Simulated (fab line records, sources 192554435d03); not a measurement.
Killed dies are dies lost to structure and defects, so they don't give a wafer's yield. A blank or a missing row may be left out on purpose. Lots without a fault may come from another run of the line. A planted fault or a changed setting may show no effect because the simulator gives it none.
Problem report in the 8D (eight disciplines) form, filled by code | flow n5_finfet | the parts of the form that need people (team, actions taken, sign-off) are left out

1. THE PROBLEM
run_length_s at N5_BEOL_M11_ETCH_66 reads a mean of 189.7 s on 4 wafers of 3 lots; wafers without a fault read 203.5 s with a standard deviation of 0.51. That is -27 standard deviations from the usual mean.
The step: etches SOC in N2/H2, target depth 120 nm, overetch 24 nm, time 180 s.
First seen on wafer L627.1, day 13 10:44, on rie_diel-04. The record holds 30 wafers of 11 lots with a number at this step. Rule for "out", or "out of limits": more than 4 standard deviations from the usual mean. The other wafers with a number count as sound.

2. WHAT IT IS AND WHAT IT IS NOT
question                    | is                             | is not
which readings at this step | run_length_s                   | drypump_motor_current_A, rf_vpp_V, showerhead_plenum_p_Torr, throttle_valve_pct
which lots                  | L625, L627, L628               | L616, L620, L622, L624, L634, L636, L637, L638
which wafers of those lots  | L625.1, L627.1, L627.6, L628.6 | L625.3, L627.2, L628.3
read on which tools         | rie_diel-04                    | rie_diel-01, rie_diel-05
when                        | from day 13 10:44              | up to then (12 sound wafers); but 14 sound wafers of L625, L628, L634, L636, L637, L638 came after

3. SUSPECTS, AND WHAT RULES EACH OUT
Counting: a tool at a process step up to the reading stays a suspect if it ran every lot that is out. Sound lots after the first of them don't rule it out here, since some wafers of a struck lot are sound.
- rie_diel-04 at N5_BEOL_M11_ETCH_66 (etches SOC in N2/H2, target depth 120 nm, overetch 24 nm, time 180 s): kept. It ran every lot that is out, first L627 (day 13 10:44); its last sound lot up to then is L622 (day 12 19:31). Its own readings are out on those wafers: run_length_s.
Left after counting: rie_diel-04 at N5_BEOL_M11_ETCH_66.

4. THE CAUSE (what the simulator had put in)
Process parameter drift: rie_diel-04, from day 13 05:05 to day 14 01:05, at N5_BEOL_M11_ETCH_66. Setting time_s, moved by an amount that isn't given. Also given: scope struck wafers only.
Counting left only this tool.

5. THE CHAIN OF EFFECTS, in route order
Each row: a reading whose mean over the struck wafers that have a number lies more than 3 standard deviations from the usual. Only readings for which the record gives a usual standard deviation are gone through. hours: the time from each lot's start at the first step in this table that gives one to its start at this step, as a median over the lots. sigmas: the change in usual standard deviations.
hours | step                | reading      | usual   | on struck wafers | change | sigmas
0     | N5_BEOL_M11_ETCH_66 | run_length_s | 203.5 s | 189.7            | -13.8  | -27
The process steps in it:
- N5_BEOL_M11_ETCH_66: etches SOC in N2/H2, target depth 120 nm, overetch 24 nm, time 180 s.
Readings that are blank on the struck wafers while sound wafers have them: rf_fwd_power_W at N5_BEOL_M11_ETCH_66.

6. WHAT WOULD HAVE CAUGHT IT SOONER
In this record the first reading out of limits was taken at day 13 10:44, 6 hours after the fault began at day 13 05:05.
